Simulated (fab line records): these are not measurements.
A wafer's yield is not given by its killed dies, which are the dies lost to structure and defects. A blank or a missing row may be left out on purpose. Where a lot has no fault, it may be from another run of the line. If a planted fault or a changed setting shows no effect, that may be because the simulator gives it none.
A struck lot beside a sound one	flow nand-harc	15 out of 1159 route steps
Sound: the wafers L750.1, L750.4, L750.6. Struck: wafers L761.1, L761.3, L761.4. Last of all comes the cause.
Per side, at each step with rows, come the tool, then ch with its chambers, and then its first start. Under that, the readings that differ: sound wafers	struck wafers	difference of the means	sigmas: that difference in standard deviations of wafers without a fault.
alike: readings whose means differ by less than 2 such deviations, and words and numbers that are the same on both sides. not compared: withheld readings, readings that some wafer has no value for, bounds like >300 that may hide the same value, and numbers for which the record gives no deviation and whose values overlap.
Wherever a step has rows on one side only, a row that says differs or no value, or a row with sigmas, the two part there. Non-overlapping numbers with no deviation appear without sigmas and do not part them. Lack of a reading on every wafer of one side parts them only where that side has two or more wafers.

first, 9 steps without rows for these wafers: NHARC_P_GATE_STRIP_63 (strips in SPM, time 900 s); NHARC_P_GATE_DEHYDRATE_83 (time 120 s); NHARC_P_GATE_HMDS_84 (time 30 s); NHARC_P_GATE_COAT_85; NHARC_P_GATE_SOFTBAKE_86 (time 95 s); NHARC_P_GATE_EBR_87; NHARC_P_GATE_EXPOSE_88 (exposes mask P HVN, target cd 2000 nm); NHARC_P_GATE_PEB_89 (peb time 85 s); NHARC_P_GATE_DEVELOP_90 (time 70 s).
NHARC_P_GATE_CD_MEAS_91: target cd 2000 nm.
  sound on cd-sem-03 ch 0, day 6 04:25; struck on cd-sem-03 ch 0, day 8 14:27
  alike: cd-nm
then, 1 step without rows for these wafers: NHARC_P_GATE_HARDBAKE_92 (time 80 s).
NHARC_P_GATE_DESCUM_93: chemistry O2, time 3 s.
  sound on rie-diel-03 ch 0,1,2, day 6 04:35; struck on rie-diel-03 ch 0,1,3, day 8 14:37
  alike: drypump-motor-current-A, mfc-ar-sccm, oes-product-au, rf-vpp-V, showerhead-plenum-p-Torr, throttle-valve-pct
  not compared: rf-hours-counter-h
NHARC_P_GATE_IMPLANT_94:
  sound on implanter-01 ch 0, day 6 04:44; struck on implanter-01, day 8 14:46
  no value came back on the struck wafers for beam-energy-keV, beam-on-s (s); on the sound wafers beam-energy-keV reads 59.991 59.962 59.987
NHARC_P_GATE_STRIP_113: strips in N2/H2, time 740 s.
  sound on plasma-asher-02 ch 1, day 6 04:57; struck on plasma-asher-02 ch 0,1, day 8 14:59
  alike: drypump-motor-current-A, heater-power-w
  not compared: rf-hours-counter-h
-- break in the record here, with 14 days between the starts of the struck wafers on either side (left off in module P_GATE, picked up again in module END, where the first step shown is number 1159 on the route) --
NHARC_END_SORT_01:
  the record has rows for the struck wafers here (prober-01 ch 0, day 22 11:43) and none for the sound ones

== WHERE THEY PART ==
Earliest at NHARC_P_GATE_IMPLANT_94; latest, in this record, at NHARC_END_SORT_01.

WHY: the cause the simulator had injected
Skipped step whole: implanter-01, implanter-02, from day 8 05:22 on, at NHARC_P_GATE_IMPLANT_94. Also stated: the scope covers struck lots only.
